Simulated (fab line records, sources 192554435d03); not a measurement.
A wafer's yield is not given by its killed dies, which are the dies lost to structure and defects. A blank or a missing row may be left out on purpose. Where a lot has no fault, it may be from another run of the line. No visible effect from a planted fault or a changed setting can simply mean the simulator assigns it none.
Which tool did it? / flow n5-finfet / 72 wafers from 24 lots sampled at 6 of the route's 1938 steps

WHAT EACH GAUGE READ, for each wafer
N5_BEOL_M7_CD_MEAS_11: target cd 38.5 nm.
lot=L074; measured=day 9 06:17; on=cd-sem-01; cd-nm (nm)=38.5 37.8 37.4
lot=L076; measured=day 9 09:25; on=cd-sem-02; cd-nm (nm)=38.6 39.0 38.6
lot=L075; measured=day 9 18:34; on=cd-sem-02; cd-nm (nm)=39.1 39.3 39.3
lot=L077; measured=day 9 21:25; on=cd-sem-01; cd-nm (nm)=37.5 38.3 37.2
lot=L078; measured=day 10 01:02; on=cd-sem-03; cd-nm (nm)=38.9 38.8 39.2
lot=L079; measured=day 10 11:46; on=cd-sem-01; cd-nm (nm)=37.6 39.0 39.4
lot=L080; measured=day 10 14:38; on=cd-sem-03; cd-nm (nm)=38.8 38.7 38.3
lot=L081; measured=day 11 02:32; on=cd-sem-03; cd-nm (nm)=39.0 38.0 38.7
lot=L083; measured=day 11 06:29; on=cd-sem-01; cd-nm (nm)=38.7 38.3 38.0
lot=L082; measured=day 11 14:01; on=cd-sem-02; cd-nm (nm)=38.1 37.8 38.3
lot=L084; measured=day 11 14:11; on=cd-sem-02; cd-nm (nm)=38.7 38.3 38.7
lot=L085; measured=day 12 11:17; on=cd-sem-02; cd-nm (nm)=38.4 38.5 38.7
lot=L088; measured=day 12 11:45; on=cd-sem-03; cd-nm (nm)=39.9 39.3 39.1
lot=L086; measured=day 12 15:29; on=cd-sem-03; cd-nm (nm)=38.7 39.1 38.9
lot=L087; measured=day 12 18:01; on=cd-sem-02; cd-nm (nm)=39.7 39.0 39.3
lot=L091; measured=day 12 18:25; on=cd-sem-01; cd-nm (nm)=39.3 38.9 39.2
lot=L090; measured=day 12 21:44; on=cd-sem-02; cd-nm (nm)=39.3 37.9 39.1
lot=L089; measured=day 12 23:50; on=cd-sem-01; cd-nm (nm)=38.5 38.6 38.6
lot=L092; measured=day 13 18:20; on=cd-sem-02; cd-nm (nm)=38.7 38.7 38.9
lot=L093; measured=day 14 00:38; on=cd-sem-02; cd-nm (nm)=38.2 37.3 38.6
lot=L094; measured=day 14 01:19; on=cd-sem-01; cd-nm (nm)=39.7 39.5 39.3
lot=L095; measured=day 14 04:26; on=cd-sem-02; cd-nm (nm)=38.8 39.6 39.1
lot=L097; measured=day 14 21:20; on=cd-sem-01; cd-nm (nm)=38.6 39.5 38.9
lot=L096; measured=day 15 00:18; on=cd-sem-03; cd-nm (nm)=39.2 39.1 39.1

N5_BEOL_M8_CD_MEAS_18: pitch 80 nm, target cd 40 nm.
lot=L074; measured=day 9 14:31; on=cd-sem-02; cd-nm (nm)=39.9 40.2 40.3
lot=L076; measured=day 9 21:44; on=cd-sem-02; cd-nm (nm)=39.8 40.1 40.9
lot=L075; measured=day 10 02:39; on=cd-sem-02; cd-nm (nm)=40.4 39.6 40.7
lot=L077; measured=day 10 05:02; on=cd-sem-01; cd-nm (nm)=41.0 41.3 40.7
lot=L078; measured=day 10 09:34; on=cd-sem-01; cd-nm (nm)=40.7 40.3 40.5
lot=L079; measured=day 10 18:28; on=cd-sem-01; cd-nm (nm)=40.4 39.8 39.9
lot=L080; measured=day 10 23:01; on=cd-sem-01; cd-nm (nm)=40.7 38.8 39.7
lot=L081; measured=day 11 11:52; on=cd-sem-03; cd-nm (nm)=39.4 40.5 39.8
lot=L083; measured=day 11 15:17; on=cd-sem-03; cd-nm (nm)=40.7 40.3 39.6
lot=L082; measured=day 11 22:16; on=cd-sem-03; cd-nm (nm)=40.5 40.4 39.5
lot=L084; measured=day 12 01:25; on=cd-sem-03; cd-nm (nm)=40.4 40.3 39.5
lot=L085; measured=day 12 21:12; on=cd-sem-03; cd-nm (nm)=39.2 39.9 40.7
lot=L088; measured=day 12 21:01; on=cd-sem-02; cd-nm (nm)=40.6 39.5 41.0
lot=L086; measured=day 12 22:37; on=cd-sem-03; cd-nm (nm)=40.8 40.3 41.2
lot=L087; measured=day 13 00:51; on=cd-sem-03; cd-nm (nm)=40.2 39.8 39.8
lot=L091; measured=day 13 01:04; on=cd-sem-03; cd-nm (nm)=41.1 40.6 40.5
lot=L090; measured=day 13 05:55; on=cd-sem-01; cd-nm (nm)=39.6 39.5 39.1
lot=L089; measured=day 13 09:28; on=cd-sem-02; cd-nm (nm)=40.2 40.1 39.4
lot=L092; measured=day 14 04:30; on=cd-sem-02; cd-nm (nm)=41.8 41.5 40.9
lot=L093; measured=day 14 10:35; on=cd-sem-02; cd-nm (nm)=40.5 40.6 40.7
lot=L094; measured=day 14 08:34; on=cd-sem-03; cd-nm (nm)=40.5 40.3 39.8
lot=L095; measured=day 14 14:05; on=cd-sem-02; cd-nm (nm)=39.9 40.0 39.0
lot=L097; measured=day 15 06:40; on=cd-sem-01; cd-nm (nm)=40.5 40.7 40.3
lot=L096; measured=day 15 06:52; on=cd-sem-03; cd-nm (nm)=39.7 39.1 39.6

TOOL THAT RAN EACH LOT (tool first, then ch and the chambers of the sampled wafers, then the start)
lot=L074; N5_BEOL_M7_HM_OPEN_17=rie-metal-01 ch 0,1, day 9 06:38; N5_BEOL_M7_ETCH_41=rie-diel-05 ch 0,1, day 9 10:01 or earlier; N5_BEOL_M7_PRE_CLEAN_45=pvd-sputter-02, day 9 10:01; N5_BEOL_M8_ETCH_62=rie-diel-03 ch 2,3, day 9 14:03
lot=L076; N5_BEOL_M7_HM_OPEN_17=rie-metal-02 ch 0, day 9 09:56; N5_BEOL_M7_ETCH_41=rie-diel-05 ch 0,1,3, day 9 14:47 or earlier; N5_BEOL_M7_PRE_CLEAN_45=pvd-sputter-02, day 9 14:47; N5_BEOL_M8_ETCH_62=rie-diel-06 ch 1,2,3, day 9 21:23
lot=L075; N5_BEOL_M7_HM_OPEN_17=rie-metal-02 ch 0, day 9 18:58; N5_BEOL_M7_ETCH_41=rie-diel-04 ch 0,1,3, day 9 21:57 or earlier; N5_BEOL_M7_PRE_CLEAN_45=pvd-sputter-03, day 9 21:57; N5_BEOL_M8_ETCH_62=rie-diel-06 ch 1,2,3, day 10 02:17
lot=L077; N5_BEOL_M7_HM_OPEN_17=rie-metal-02 ch 0,1, day 9 21:47; N5_BEOL_M7_ETCH_41=rie-diel-01 ch 1,2,3, day 9 23:43 or earlier; N5_BEOL_M7_PRE_CLEAN_45=pvd-sputter-01, day 9 23:43; N5_BEOL_M8_ETCH_62=rie-diel-02 ch 0,2,3, day 10 04:23
lot=L078; N5_BEOL_M7_HM_OPEN_17=rie-metal-01 ch 1, day 10 01:51; N5_BEOL_M7_ETCH_41=rie-diel-01 ch 1,2,3, day 10 04:23 or earlier; N5_BEOL_M7_PRE_CLEAN_45=pvd-sputter-02, day 10 04:23; N5_BEOL_M8_ETCH_62=rie-diel-06 ch 1,3, day 10 09:04
lot=L079; N5_BEOL_M7_HM_OPEN_17=rie-metal-03 ch 0,1, day 10 12:25; N5_BEOL_M7_ETCH_41=rie-diel-05 ch 0,2,3, day 10 14:28 or earlier; N5_BEOL_M7_PRE_CLEAN_45=pvd-sputter-02, day 10 14:28; N5_BEOL_M8_ETCH_62=rie-diel-03 ch 0,1,3, day 10 18:05
lot=L080; N5_BEOL_M7_HM_OPEN_17=rie-metal-02 ch 1, day 10 15:07; N5_BEOL_M7_ETCH_41=rie-diel-05 ch 0,1, day 10 17:57 or earlier; N5_BEOL_M7_PRE_CLEAN_45=pvd-sputter-01, day 10 17:57; N5_BEOL_M8_ETCH_62=rie-diel-06 ch 0,3, day 10 22:38
lot=L081; N5_BEOL_M7_HM_OPEN_17=rie-metal-03 ch 0,1, day 11 02:54; N5_BEOL_M7_ETCH_41=rie-diel-04 ch 1,2, day 11 06:32 or earlier; N5_BEOL_M7_PRE_CLEAN_45=pvd-sputter-03, day 11 06:32; N5_BEOL_M8_ETCH_62=rie-diel-06 ch 0,1, day 11 11:15
lot=L083; N5_BEOL_M7_HM_OPEN_17=rie-metal-01 ch 0,1, day 11 06:52; N5_BEOL_M7_ETCH_41=rie-diel-05 ch 0,2,3, day 11 10:10 or earlier; N5_BEOL_M7_PRE_CLEAN_45=pvd-sputter-01, day 11 10:10; N5_BEOL_M8_ETCH_62=rie-diel-02 ch 0,1, day 11 14:53
lot=L082; N5_BEOL_M7_HM_OPEN_17=rie-metal-02 ch 0,1, day 11 14:29; N5_BEOL_M7_ETCH_41=rie-diel-04 ch 0,1,3, day 11 18:26 or earlier; N5_BEOL_M7_PRE_CLEAN_45=pvd-sputter-02, day 11 18:26; N5_BEOL_M8_ETCH_62=rie-diel-03 ch 0,1,3, day 11 21:52
lot=L084; N5_BEOL_M7_HM_OPEN_17=rie-metal-03 ch 0,1, day 11 14:35; N5_BEOL_M7_ETCH_41=rie-diel-01 ch 0,1, day 11 18:31 or earlier; N5_BEOL_M7_PRE_CLEAN_45=pvd-sputter-02, day 11 18:31; N5_BEOL_M8_ETCH_62=rie-diel-03 ch 0,1,3, day 12 01:00
lot=L085; N5_BEOL_M7_HM_OPEN_17=rie-metal-03 ch 0,1, day 12 11:46; N5_BEOL_M7_ETCH_41=rie-diel-01 ch 0,1,2, day 12 15:31 or earlier; N5_BEOL_M7_PRE_CLEAN_45=pvd-sputter-01, day 12 15:31; N5_BEOL_M8_ETCH_62=rie-diel-06 ch 0,1,3, day 12 20:50
lot=L088; N5_BEOL_M7_HM_OPEN_17=rie-metal-03 ch 0,1, day 12 12:19; N5_BEOL_M7_ETCH_41=rie-diel-04 ch 0,2,3, day 12 15:13 or earlier; N5_BEOL_M7_PRE_CLEAN_45=pvd-sputter-02, day 12 15:13; N5_BEOL_M8_ETCH_62=rie-diel-02 ch 1,2,3, day 12 20:37
lot=L086; N5_BEOL_M7_HM_OPEN_17=rie-metal-02 ch 0,1, day 12 15:58; N5_BEOL_M7_ETCH_41=rie-diel-05 ch 1,2, day 12 18:32 or earlier; N5_BEOL_M7_PRE_CLEAN_45=pvd-sputter-01, day 12 18:32; N5_BEOL_M8_ETCH_62=rie-diel-06 ch 0,1,3, day 12 22:14
lot=L087; N5_BEOL_M7_HM_OPEN_17=rie-metal-02 ch 0,1, day 12 18:25; N5_BEOL_M7_ETCH_41=rie-diel-01 ch 2,3, day 12 20:17 or earlier; N5_BEOL_M7_PRE_CLEAN_45=pvd-sputter-02, day 12 20:17; N5_BEOL_M8_ETCH_62=rie-diel-02 ch 2,3, day 13 00:29
lot=L091; N5_BEOL_M7_HM_OPEN_17=rie-metal-02 ch 0,1, day 12 18:47; N5_BEOL_M7_ETCH_41=rie-diel-05 ch 1,2, day 12 20:49 or earlier; N5_BEOL_M7_PRE_CLEAN_45=pvd-sputter-03, day 12 20:49; N5_BEOL_M8_ETCH_62=rie-diel-06 ch 1,3, day 13 00:36
lot=L090; N5_BEOL_M7_HM_OPEN_17=rie-metal-03 ch 0,1, day 12 22:08; N5_BEOL_M7_ETCH_41=rie-diel-01 ch 0,1,3, day 13 00:06 or earlier; N5_BEOL_M7_PRE_CLEAN_45=pvd-sputter-01, day 13 00:06; N5_BEOL_M8_ETCH_62=rie-diel-03 ch 0,2,3, day 13 05:32
lot=L089; N5_BEOL_M7_HM_OPEN_17=rie-metal-02 ch 0,1, day 13 00:12; N5_BEOL_M7_ETCH_41=rie-diel-05 ch 1,2, day 13 04:59 or earlier; N5_BEOL_M7_PRE_CLEAN_45=pvd-sputter-01, day 13 04:59; N5_BEOL_M8_ETCH_62=rie-diel-03 ch 0,2, day 13 09:06
lot=L092; N5_BEOL_M7_HM_OPEN_17=rie-metal-03 ch 0, day 13 18:43; N5_BEOL_M7_ETCH_41=rie-diel-04 ch 1,2,3, day 13 21:35 or earlier; N5_BEOL_M7_PRE_CLEAN_45=pvd-sputter-03, day 13 21:35; N5_BEOL_M8_ETCH_62=rie-diel-02 ch 1,2, day 14 04:04
lot=L093; N5_BEOL_M7_HM_OPEN_17=rie-metal-01 ch 0,1, day 14 01:07; N5_BEOL_M7_ETCH_41=rie-diel-01 ch 0,1,3, day 14 04:53 or earlier; N5_BEOL_M7_PRE_CLEAN_45=pvd-sputter-03, day 14 04:53; N5_BEOL_M8_ETCH_62=rie-diel-02 ch 0,2,3, day 14 10:13
lot=L094; N5_BEOL_M7_HM_OPEN_17=rie-metal-01 ch 0,1, day 14 01:44; N5_BEOL_M7_ETCH_41=rie-diel-01 ch 1,2,3, day 14 04:04 or earlier; N5_BEOL_M7_PRE_CLEAN_45=pvd-sputter-02, day 14 04:04; N5_BEOL_M8_ETCH_62=rie-diel-02 ch 2,3, day 14 08:12
lot=L095; N5_BEOL_M7_HM_OPEN_17=rie-metal-01 ch 0,1, day 14 04:54; N5_BEOL_M7_ETCH_41=rie-diel-01 ch 1,2,3, day 14 09:23 or earlier; N5_BEOL_M7_PRE_CLEAN_45=pvd-sputter-02, day 14 09:23; N5_BEOL_M8_ETCH_62=rie-diel-02 ch 0,2, day 14 13:33
lot=L097; N5_BEOL_M7_HM_OPEN_17=rie-metal-03 ch 1, day 14 21:46; N5_BEOL_M7_ETCH_41=rie-diel-04 ch 0,1, day 15 01:02 or earlier; N5_BEOL_M7_PRE_CLEAN_45=pvd-sputter-02, day 15 01:02; N5_BEOL_M8_ETCH_62=rie-diel-06 ch 0,3, day 15 06:15
lot=L096; N5_BEOL_M7_HM_OPEN_17=rie-metal-03 ch 0,1, day 15 00:40; N5_BEOL_M7_ETCH_41=rie-diel-05 ch 0,2,3, day 15 02:27 or earlier; N5_BEOL_M7_PRE_CLEAN_45=pvd-sputter-02, day 15 02:27; N5_BEOL_M8_ETCH_62=rie-diel-02 ch 0,1, day 15 06:29
- N5_BEOL_M7_HM_OPEN_17: chemistry Cl2/BCl3, target TiN, target depth 20 nm, overetch 6 nm.
- N5_BEOL_M7_ETCH_41: etches SiCN in CH3F/O2, target depth 31.9 nm, time 57.8 s.
- N5_BEOL_M7_PRE_CLEAN_45: time 30 s.
- N5_BEOL_M8_ETCH_62: etches SOC in N2/H2, target depth 110 nm, overetch 22 nm, time 165 s.

AS READ BY THE TOOLS THEMSELVES (means over the sampled wafers that have a number; for cases with no such wafer, the mark the record gives instead)
N5_BEOL_M7_HM_OPEN_17.
lot=L074; tool=rie-metal-01; drypump-motor-current-A (A)=5.9; oes-product-au (a.u.)=0.71; throttle-valve-pct (%)=22.3
lot=L076; tool=rie-metal-02; drypump-motor-current-A (A)=5.9; oes-product-au (a.u.)=0.78; throttle-valve-pct (%)=21.4
lot=L075; tool=rie-metal-02; drypump-motor-current-A (A)=5.9; oes-product-au (a.u.)=0.76; throttle-valve-pct (%)=21.5
lot=L077; tool=rie-metal-02; drypump-motor-current-A (A)=5.8; oes-product-au (a.u.)=0.79; throttle-valve-pct (%)=21.6
lot=L078; tool=rie-metal-01; drypump-motor-current-A (A)=5.5; oes-product-au (a.u.)=0.78; throttle-valve-pct (%)=22.4
lot=L079; tool=rie-metal-03; drypump-motor-current-A (A)=5.6; oes-product-au (a.u.)=0.56; throttle-valve-pct (%)=22.2
lot=L080; tool=rie-metal-02; drypump-motor-current-A (A)=5.5; oes-product-au (a.u.)=0.83; throttle-valve-pct (%)=22.0
lot=L081; tool=rie-metal-03; drypump-motor-current-A (A)=5.6; oes-product-au (a.u.)=0.56; throttle-valve-pct (%)=22.1
lot=L083; tool=rie-metal-01; drypump-motor-current-A (A)=5.9; oes-product-au (a.u.)=0.78; throttle-valve-pct (%)=22.2
lot=L082; tool=rie-metal-02; drypump-motor-current-A (A)=5.8; oes-product-au (a.u.)=0.77; throttle-valve-pct (%)=21.7
lot=L084; tool=rie-metal-03; drypump-motor-current-A (A)=5.6; oes-product-au (a.u.)=0.56; throttle-valve-pct (%)=22.2
lot=L085; tool=rie-metal-03; drypump-motor-current-A (A)=5.6; oes-product-au (a.u.)=0.55; throttle-valve-pct (%)=22.2
lot=L088; tool=rie-metal-03; drypump-motor-current-A (A)=5.6; oes-product-au (a.u.)=0.55; throttle-valve-pct (%)=22.2
lot=L086; tool=rie-metal-02; drypump-motor-current-A (A)=5.6; oes-product-au (a.u.)=0.77; throttle-valve-pct (%)=21.8
lot=L087; tool=rie-metal-02; drypump-motor-current-A (A)=5.6; oes-product-au (a.u.)=0.78; throttle-valve-pct (%)=21.8
lot=L091; tool=rie-metal-02; drypump-motor-current-A (A)=5.8; oes-product-au (a.u.)=0.76; throttle-valve-pct (%)=21.7
lot=L090; tool=rie-metal-03; drypump-motor-current-A (A)=5.6; oes-product-au (a.u.)=0.55; throttle-valve-pct (%)=22.2
lot=L089; tool=rie-metal-02; drypump-motor-current-A (A)=5.8; oes-product-au (a.u.)=0.77; throttle-valve-pct (%)=21.7
lot=L092; tool=rie-metal-03; drypump-motor-current-A (A)=5.6; oes-product-au (a.u.)=0.54; throttle-valve-pct (%)=22.1
lot=L093; tool=rie-metal-01; drypump-motor-current-A (A)=5.9; oes-product-au (a.u.)=0.74; throttle-valve-pct (%)=22.3
lot=L094; tool=rie-metal-01; drypump-motor-current-A (A)=5.9; oes-product-au (a.u.)=0.74; throttle-valve-pct (%)=22.3
lot=L095; tool=rie-metal-01; drypump-motor-current-A (A)=6.2; oes-product-au (a.u.)=0.76; throttle-valve-pct (%)=22.1
lot=L097; tool=rie-metal-03; drypump-motor-current-A (A)=5.6; oes-product-au (a.u.)=0.87; throttle-valve-pct (%)=22.1
lot=L096; tool=rie-metal-03; drypump-motor-current-A (A)=5.6; oes-product-au (a.u.)=0.64; throttle-valve-pct (%)=22.1

N5_BEOL_M7_ETCH_41.
lot=L074; tool=rie-diel-05; drypump-motor-current-A (A)=6.0; oes-product-au (a.u.)=0.88; rf-vpp-V (V)=297.9; showerhead-plenum-p-Torr (Torr)=2.01; throttle-valve-pct (%)=16.26
lot=L076; tool=rie-diel-05; drypump-motor-current-A (A)=6.1; oes-product-au (a.u.)=0.81; rf-vpp-V (V)=296.9; showerhead-plenum-p-Torr (Torr)=2.01; throttle-valve-pct (%)=16.32
lot=L075; tool=rie-diel-04; drypump-motor-current-A (A)=5.5; oes-product-au (a.u.)=0.84; rf-vpp-V (V)=299.8; showerhead-plenum-p-Torr (Torr)=2.08; throttle-valve-pct (%)=16.22
lot=L077; tool=rie-diel-01; drypump-motor-current-A (A)=5.8; oes-product-au (a.u.)=0.79; rf-vpp-V (V)=297.0; showerhead-plenum-p-Torr (Torr)=1.97; throttle-valve-pct (%)=16.28
lot=L078; tool=rie-diel-01; drypump-motor-current-A (A)=5.8; oes-product-au (a.u.)=0.79; rf-vpp-V (V)=296.8; showerhead-plenum-p-Torr (Torr)=1.97; throttle-valve-pct (%)=16.27
lot=L079; tool=rie-diel-05; drypump-motor-current-A (A)=5.8; oes-product-au (a.u.)=0.80; rf-vpp-V (V)=298.7; showerhead-plenum-p-Torr (Torr)=2.03; throttle-valve-pct (%)=16.33
lot=L080; tool=rie-diel-05; drypump-motor-current-A (A)=6.0; oes-product-au (a.u.)=0.85; rf-vpp-V (V)=297.3; showerhead-plenum-p-Torr (Torr)=2.01; throttle-valve-pct (%)=16.27
lot=L081; tool=rie-diel-04; drypump-motor-current-A (A)=5.6; oes-product-au (a.u.)=0.87; rf-vpp-V (V)=299.0; showerhead-plenum-p-Torr (Torr)=2.12; throttle-valve-pct (%)=16.08
lot=L083; tool=rie-diel-05; drypump-motor-current-A (A)=5.8; oes-product-au (a.u.)=0.78; rf-vpp-V (V)=297.9; showerhead-plenum-p-Torr (Torr)=2.03; throttle-valve-pct (%)=16.35
lot=L082; tool=rie-diel-04; drypump-motor-current-A (A)=5.6; oes-product-au (a.u.)=0.82; rf-vpp-V (V)=299.2; showerhead-plenum-p-Torr (Torr)=2.08; throttle-valve-pct (%)=16.23
lot=L084; tool=rie-diel-01; drypump-motor-current-A (A)=6.2; oes-product-au (a.u.)=0.78; rf-vpp-V (V)=296.3; showerhead-plenum-p-Torr (Torr)=1.98; throttle-valve-pct (%)=16.15
lot=L085; tool=rie-diel-01; drypump-motor-current-A (A)=5.9; oes-product-au (a.u.)=0.76; rf-vpp-V (V)=297.5; showerhead-plenum-p-Torr (Torr)=1.98; throttle-valve-pct (%)=16.30
lot=L088; tool=rie-diel-04; drypump-motor-current-A (A)=5.5; oes-product-au (a.u.)=0.83; rf-vpp-V (V)=298.8; showerhead-plenum-p-Torr (Torr)=2.08; throttle-valve-pct (%)=16.15
lot=L086; tool=rie-diel-05; drypump-motor-current-A (A)=5.8; oes-product-au (a.u.)=0.76; rf-vpp-V (V)=297.1; showerhead-plenum-p-Torr (Torr)=1.96; throttle-valve-pct (%)=16.49
lot=L087; tool=rie-diel-01; drypump-motor-current-A (A)=5.4; oes-product-au (a.u.)=0.76; rf-vpp-V (V)=296.6; showerhead-plenum-p-Torr (Torr)=1.96; throttle-valve-pct (%)=16.45
lot=L091; tool=rie-diel-05; drypump-motor-current-A (A)=5.6; oes-product-au (a.u.)=0.76; rf-vpp-V (V)=297.3; showerhead-plenum-p-Torr (Torr)=1.98; throttle-valve-pct (%)=16.51
lot=L090; tool=rie-diel-01; drypump-motor-current-A (A)=6.1; oes-product-au (a.u.)=0.73; rf-vpp-V (V)=296.8; showerhead-plenum-p-Torr (Torr)=2.00; throttle-valve-pct (%)=16.26
lot=L089; tool=rie-diel-05; drypump-motor-current-A (A)=5.6; oes-product-au (a.u.)=0.76; rf-vpp-V (V)=296.0; showerhead-plenum-p-Torr (Torr)=1.98; throttle-valve-pct (%)=16.51
lot=L092; tool=rie-diel-04; drypump-motor-current-A (A)=5.7; oes-product-au (a.u.)=0.85; rf-vpp-V (V)=299.8; showerhead-plenum-p-Torr (Torr)=2.11; throttle-valve-pct (%)=16.15
lot=L093; tool=rie-diel-01; drypump-motor-current-A (A)=6.1; oes-product-au (a.u.)=0.75; rf-vpp-V (V)=297.6; showerhead-plenum-p-Torr (Torr)=2.00; throttle-valve-pct (%)=16.28
lot=L094; tool=rie-diel-01; drypump-motor-current-A (A)=5.8; oes-product-au (a.u.)=0.76; rf-vpp-V (V)=296.7; showerhead-plenum-p-Torr (Torr)=1.96; throttle-valve-pct (%)=16.34
lot=L095; tool=rie-diel-01; drypump-motor-current-A (A)=5.8; oes-product-au (a.u.)=0.75; rf-vpp-V (V)=296.1; showerhead-plenum-p-Torr (Torr)=1.96; throttle-valve-pct (%)=16.35
lot=L097; tool=rie-diel-04; drypump-motor-current-A (A)=5.6; oes-product-au (a.u.)=0.77; rf-vpp-V (V)=298.2; showerhead-plenum-p-Torr (Torr)=2.06; throttle-valve-pct (%)=16.35
lot=L096; tool=rie-diel-05; drypump-motor-current-A (A)=5.8; oes-product-au (a.u.)=0.85; rf-vpp-V (V)=298.2; showerhead-plenum-p-Torr (Torr)=2.02; throttle-valve-pct (%)=16.24

N5_BEOL_M7_PRE_CLEAN_45.
lot=L074; tool=pvd-sputter-02; heater-power-w (W)=333
lot=L076; tool=pvd-sputter-02; heater-power-w (W)=304
lot=L075; tool=pvd-sputter-03; heater-power-w (W)=314
lot=L077; tool=pvd-sputter-01; heater-power-w (W)=331
lot=L078; tool=pvd-sputter-02; heater-power-w (W)=335
lot=L079; tool=pvd-sputter-02; heater-power-w (W)=278
lot=L080; tool=pvd-sputter-01; heater-power-w (W)=320
lot=L081; tool=pvd-sputter-03; heater-power-w (W)=275
lot=L083; tool=pvd-sputter-01; heater-power-w (W)=329
lot=L082; tool=pvd-sputter-02; heater-power-w (W)=309
lot=L084; tool=pvd-sputter-02; heater-power-w (W)=330
lot=L085; tool=pvd-sputter-01; heater-power-w (W)=325
lot=L088; tool=pvd-sputter-02; heater-power-w (W)=301
lot=L086; tool=pvd-sputter-01; heater-power-w (W)=333
lot=L087; tool=pvd-sputter-02; heater-power-w (W)=315
lot=L091; tool=pvd-sputter-03; heater-power-w (W)=272
lot=L090; tool=pvd-sputter-01; heater-power-w (W)=318
lot=L089; tool=pvd-sputter-01; heater-power-w (W)=319
lot=L092; tool=pvd-sputter-03; heater-power-w (W)=320
lot=L093; tool=pvd-sputter-03; heater-power-w (W)=336
lot=L094; tool=pvd-sputter-02; heater-power-w (W)=303
lot=L095; tool=pvd-sputter-02; heater-power-w (W)=330
lot=L097; tool=pvd-sputter-02; heater-power-w (W)=337
lot=L096; tool=pvd-sputter-02; heater-power-w (W)=299

N5_BEOL_M8_ETCH_62.
lot=L074; tool=rie-diel-03; drypump-motor-current-A (A)=5.99; oes-product-au (a.u.)=0.68; rf-vpp-V (V)=526.4; showerhead-plenum-p-Torr (Torr)=2.63; throttle-valve-pct (%)=17.8
lot=L076; tool=rie-diel-06; drypump-motor-current-A (A)=5.65; oes-product-au (a.u.)=0.68; rf-vpp-V (V)=524.2; showerhead-plenum-p-Torr (Torr)=2.55; throttle-valve-pct (%)=17.8
lot=L075; tool=rie-diel-06; drypump-motor-current-A (A)=5.65; oes-product-au (a.u.)=0.68; rf-vpp-V (V)=524.9; showerhead-plenum-p-Torr (Torr)=2.55; throttle-valve-pct (%)=17.8
lot=L077; tool=rie-diel-02; drypump-motor-current-A (A)=5.54; oes-product-au (a.u.)=0.60; rf-vpp-V (V)=523.7; showerhead-plenum-p-Torr (Torr)=2.50; throttle-valve-pct (%)=17.9
lot=L078; tool=rie-diel-06; drypump-motor-current-A (A)=5.35; oes-product-au (a.u.)=0.62; rf-vpp-V (V)=522.7; showerhead-plenum-p-Torr (Torr)=2.49; throttle-valve-pct (%)=18.0
lot=L079; tool=rie-diel-03; drypump-motor-current-A (A)=5.59; oes-product-au (a.u.)=0.64; rf-vpp-V (V)=524.6; showerhead-plenum-p-Torr (Torr)=2.59; throttle-valve-pct (%)=17.9
lot=L080; tool=rie-diel-06; drypump-motor-current-A (A)=5.43; oes-product-au (a.u.)=0.61; rf-vpp-V (V)=521.6; showerhead-plenum-p-Torr (Torr)=2.49; throttle-valve-pct (%)=17.7
lot=L081; tool=rie-diel-06; drypump-motor-current-A (A)=5.70; oes-product-au (a.u.)=0.61; rf-vpp-V (V)=525.4; showerhead-plenum-p-Torr (Torr)=2.60; throttle-valve-pct (%)=18.1
lot=L083; tool=rie-diel-02; drypump-motor-current-A (A)=5.80; oes-product-au (a.u.)=0.59; rf-vpp-V (V)=524.8; showerhead-plenum-p-Torr (Torr)=2.57; throttle-valve-pct (%)=18.1
lot=L082; tool=rie-diel-03; drypump-motor-current-A (A)=5.58; oes-product-au (a.u.)=0.64; rf-vpp-V (V)=525.7; showerhead-plenum-p-Torr (Torr)=2.58; throttle-valve-pct (%)=17.9
lot=L084; tool=rie-diel-03; drypump-motor-current-A (A)=5.60; oes-product-au (a.u.)=0.64; rf-vpp-V (V)=524.6; showerhead-plenum-p-Torr (Torr)=2.58; throttle-valve-pct (%)=17.9
lot=L085; tool=rie-diel-06; drypump-motor-current-A (A)=5.49; oes-product-au (a.u.)=0.60; rf-vpp-V (V)=522.6; showerhead-plenum-p-Torr (Torr)=2.52; throttle-valve-pct (%)=18.0
lot=L088; tool=rie-diel-02; drypump-motor-current-A (A)=5.63; oes-product-au (a.u.)=0.68; rf-vpp-V (V)=523.8; showerhead-plenum-p-Torr (Torr)=2.53; throttle-valve-pct (%)=18.0
lot=L086; tool=rie-diel-06; drypump-motor-current-A (A)=5.50; oes-product-au (a.u.)=0.60; rf-vpp-V (V)=523.1; showerhead-plenum-p-Torr (Torr)=2.52; throttle-valve-pct (%)=18.0
lot=L087; tool=rie-diel-02; drypump-motor-current-A (A)=5.51; oes-product-au (a.u.)=0.67; rf-vpp-V (V)=522.9; showerhead-plenum-p-Torr (Torr)=2.49; throttle-valve-pct (%)=18.0
lot=L091; tool=rie-diel-06; drypump-motor-current-A (A)=5.36; oes-product-au (a.u.)=0.60; rf-vpp-V (V)=520.8; showerhead-plenum-p-Torr (Torr)=2.48; throttle-valve-pct (%)=18.1
lot=L090; tool=rie-diel-03; drypump-motor-current-A (A)=5.86; oes-product-au (a.u.)=0.71; rf-vpp-V (V)=523.6; showerhead-plenum-p-Torr (Torr)=2.54; throttle-valve-pct (%)=17.8
lot=L089; tool=rie-diel-03; drypump-motor-current-A (A)=5.96; oes-product-au (a.u.)=0.74; rf-vpp-V (V)=522.3; showerhead-plenum-p-Torr (Torr)=2.48; throttle-valve-pct (%)=17.7
lot=L092; tool=rie-diel-02; drypump-motor-current-A (A)=5.55; oes-product-au (a.u.)=0.71; rf-vpp-V (V)=523.2; showerhead-plenum-p-Torr (Torr)=2.53; throttle-valve-pct (%)=17.7
lot=L093; tool=rie-diel-02; drypump-motor-current-A (A)=5.55; oes-product-au (a.u.)=0.73; rf-vpp-V (V)=523.1; showerhead-plenum-p-Torr (Torr)=2.49; throttle-valve-pct (%)=17.7
lot=L094; tool=rie-diel-02; drypump-motor-current-A (A)=5.52; oes-product-au (a.u.)=0.66; rf-vpp-V (V)=522.7; showerhead-plenum-p-Torr (Torr)=2.49; throttle-valve-pct (%)=18.0
lot=L095; tool=rie-diel-02; drypump-motor-current-A (A)=5.53; oes-product-au (a.u.)=0.79; rf-vpp-V (V)=521.9; showerhead-plenum-p-Torr (Torr)=2.49; throttle-valve-pct (%)=17.4
lot=L097; tool=rie-diel-06; drypump-motor-current-A (A)=5.43; oes-product-au (a.u.)=0.59; rf-vpp-V (V)=521.7; showerhead-plenum-p-Torr (Torr)=2.47; throttle-valve-pct (%)=17.8
lot=L096; tool=rie-diel-02; drypump-motor-current-A (A)=5.81; oes-product-au (a.u.)=0.80; rf-vpp-V (V)=525.7; showerhead-plenum-p-Torr (Torr)=2.56; throttle-valve-pct (%)=17.7

THE ANSWER, worked out from the rows above alone
Rule: the usual values come from the lots themselves. The widest of any qualifying gaps counts: lots, ordered by their means at a reading, are off when they make up no more than a third of the lots, leave a main group of 4 or more, and stand apart from it by 3 or more times the standard deviation of that group's means. The tables above print the reading to a certain number of digits; a main group whose means all agree to those digits is not used. A lot without any number at a reading at which 4 lots or more have one is off too. Where the step has rows for the other lots, those lots are counted as sound. After the gauges, taken in route order, come the tools' own readings; for these a lot's mean is taken, as printed above. At the first step where some lot is off, the reading lying furthest off is the one used; lots without a number count as furthest.
Nothing can be told from this: no lot is off at any reading shown.

WHAT THE SIMULATOR HAD PUT IN
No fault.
